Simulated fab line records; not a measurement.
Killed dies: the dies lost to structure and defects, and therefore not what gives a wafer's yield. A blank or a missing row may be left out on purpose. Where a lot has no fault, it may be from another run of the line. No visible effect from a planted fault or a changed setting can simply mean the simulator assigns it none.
Matching of chambers || flow n5-finfet || N5_BEOL_M5_ALD_86 on ald-metal-04 has 4 sister chambers
The step deposits TaN, pulse time 2 s, purge time 3 s, co reactant purge time 2 s. 14 wafers are shown with their chamber, then 7 later ones without.

## WAFERS PAIRED WITH THEIR CHAMBERS
{"wafer": "L080.1", "chamber": 0, "heater-power-w (W)": 466}
{"wafer": "L080.3", "chamber": 1, "heater-power-w (W)": 421}
{"wafer": "L080.4", "chamber": 3, "heater-power-w (W)": 387}
{"wafer": "L079.2", "chamber": 0, "heater-power-w (W)": 468}
{"wafer": "L079.3", "chamber": 2, "heater-power-w (W)": 429}
{"wafer": "L079.6", "chamber": 2, "heater-power-w (W)": 430}
{"wafer": "L084.1", "chamber": 1, "heater-power-w (W)": 419}
{"wafer": "L084.5", "chamber": 0, "heater-power-w (W)": 478}
{"wafer": "L084.6", "chamber": 3, "heater-power-w (W)": 391}
{"wafer": "L083.3", "chamber": 3, "heater-power-w (W)": 391}
{"wafer": "L083.4", "chamber": 1, "heater-power-w (W)": 409}
{"wafer": "L083.5", "chamber": 0, "heater-power-w (W)": 463}
{"wafer": "L087.2", "chamber": 1, "heater-power-w (W)": 418}
{"wafer": "L087.3", "chamber": 0, "heater-power-w (W)": 472}

SIGNATURES, as means of the wafers listed above
{"reading": "heater-power-w", "chamber 0": 469.40, "chamber 1": 416.75, "chamber 2": 429.50, "chamber 3": 389.67, "scatter within a chamber": 4.81}
Rule: a wafer's distance from a chamber is the root of the sum, over the readings, of the square of ((its reading less the chamber's mean) divided by the reading's scatter). If the next closest chamber is less than 2 further off than the closest, the wafer can't be placed; otherwise it belongs to the closest. The scatter: the root of (the sum of the squares of (reading less its chamber's mean) over the shown wafers, divided by (wafers less chambers)).

## WAFERS WHOSE CHAMBER IS MISSING
{"wafer": "L087.5", "heater-power-w (W)": 408}
{"wafer": "L094.1", "heater-power-w (W)": 470}
{"wafer": "L094.4", "heater-power-w (W)": 400}
{"wafer": "L094.5", "heater-power-w (W)": 402}
{"wafer": "L095.2", "heater-power-w (W)": 460}
{"wafer": "L095.4", "heater-power-w (W)": 438}
{"wafer": "L095.6", "heater-power-w (W)": 413}

## WHICH CHAMBER EACH WENT THROUGH
{"wafer": "L087.5", "from the rows above": "can't be placed: 1 or 3", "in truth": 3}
{"wafer": "L094.1", "from the rows above": 0, "in truth": 0}
{"wafer": "L094.4", "from the rows above": "can't be placed: 3 or 1", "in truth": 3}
{"wafer": "L094.5", "from the rows above": "can't be placed: 3 or 1", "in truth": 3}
{"wafer": "L095.2", "from the rows above": 0, "in truth": 0}
{"wafer": "L095.4", "from the rows above": 2, "in truth": 2}
{"wafer": "L095.6", "from the rows above": 1, "in truth": 1}
4 of 7 placed correctly. These rows do not allow placing 3 (true chamber among the candidates in 3). Placed wrongly: 0.
